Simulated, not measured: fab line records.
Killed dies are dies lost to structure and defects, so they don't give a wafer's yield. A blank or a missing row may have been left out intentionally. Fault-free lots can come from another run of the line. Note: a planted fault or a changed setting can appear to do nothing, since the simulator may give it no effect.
Problem report, 8D (eight disciplines) form, completed by code	flow nand harc	the parts of the form that need people (team, actions taken, sign-off) are left out

## 1. THE ISSUE
At NHARC_A_M0_CD_MEAS_09, cd nm averages 68.1 nm over 6 wafers from 2 lots, while fault-free wafers read 79.8 nm, standard deviation 0.48. Relative to the usual mean, that is a shift of -24 standard deviations.
The step: target cd 80 nm.
Earliest sighting: wafer L204.3 on cd sem-02 at day 21 19:43. Wafers with a number at this step in the record: 42, from 14 lots. Rule for "out", or "out of limits": more than 4 standard deviations from the usual mean. All remaining wafers that have a number are taken as sound.

## 2. WHAT THIS IS AND IS NOT
question	is	is not
which readings at this step	cd nm	-
which lots	L204, L209	L190, L192, L193, L194, L195, L197, L198, L199, L201, L205, L206, L213
which wafers of those lots	all that have a number	-
read on which gauges	cd sem-01, cd sem-02	cd sem-03
when	from day 21 19:43	up to then (33 sound wafers); but 3 sound wafers of L213 came after

## 3. WHAT RULES OUT EACH SUSPECT
Counting: any tool at a process step up to the reading is kept as a suspect provided that every lot that is out went through it and no sound lot did after the first of them.
- the gauge at NHARC_A_M0_CD_MEAS_09: ruled out. 2 gauges (cd sem-01, cd sem-02) read the wafers that are out.
- litho track-06 at NHARC_A_M0_PEB_07 (peb time 65 s): kept. It processed each lot that is out, first L204 at day 21 19:38, and no sound lot thereafter; up to then, the last sound lot it processed was L205 at day 21 12:29. Out on those wafers are its own readings of heater power total W, plate temp C.
The count leaves litho track-06 at NHARC_A_M0_PEB_07.

## 4. THE CAUSE (what the simulator had put in)
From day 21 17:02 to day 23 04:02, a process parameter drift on litho track-06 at NHARC_A_M0_PEB_07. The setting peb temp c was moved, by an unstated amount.
Only this tool survived the counting.

## 5. THE CHAIN OF EFFECTS, in route order
Rows list readings where the struck wafers' mean (over those with a number) sits beyond 3 standard deviations from the usual. Readings are gone through only where the record gives a usual standard deviation; hours: the median, over the lots, of the time from a lot's start at the first step in this table giving one to that lot's start at this step; sigmas: the change measured in usual standard deviations.
hours	step	reading	usual	on struck wafers	change	sigmas
0	NHARC_A_M0_PEB_07	heater power total W	156.6 W	150.4	-6.2	-15
0	NHARC_A_M0_PEB_07	plate temp C	99.99 C	97.10	-2.89	-24
0	NHARC_A_M0_CD_MEAS_09	cd nm	79.8 nm	68.1	-11.7	-24
Its process steps:
- NHARC_A_M0_PEB_07: peb time 65 s.

## 6. WHAT WOULD HAVE CAUGHT IT SOONER
The first out-of-limits reading at a measuring or inspecting step in this record came at day 21 19:43, 3 hours after the fault's start at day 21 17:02.
At NHARC_A_M0_PEB_07, the tool's own readings (heater power total W, plate temp C) were out on each struck wafer the step has a row for, so an alarm limit on them would have fired on the first such wafer.
Lots out: 2; of these, L209 started NHARC_A_M0_PEB_07 on litho track-06 after day 21 19:43. It would have been spared by a hold on the tool at that moment.
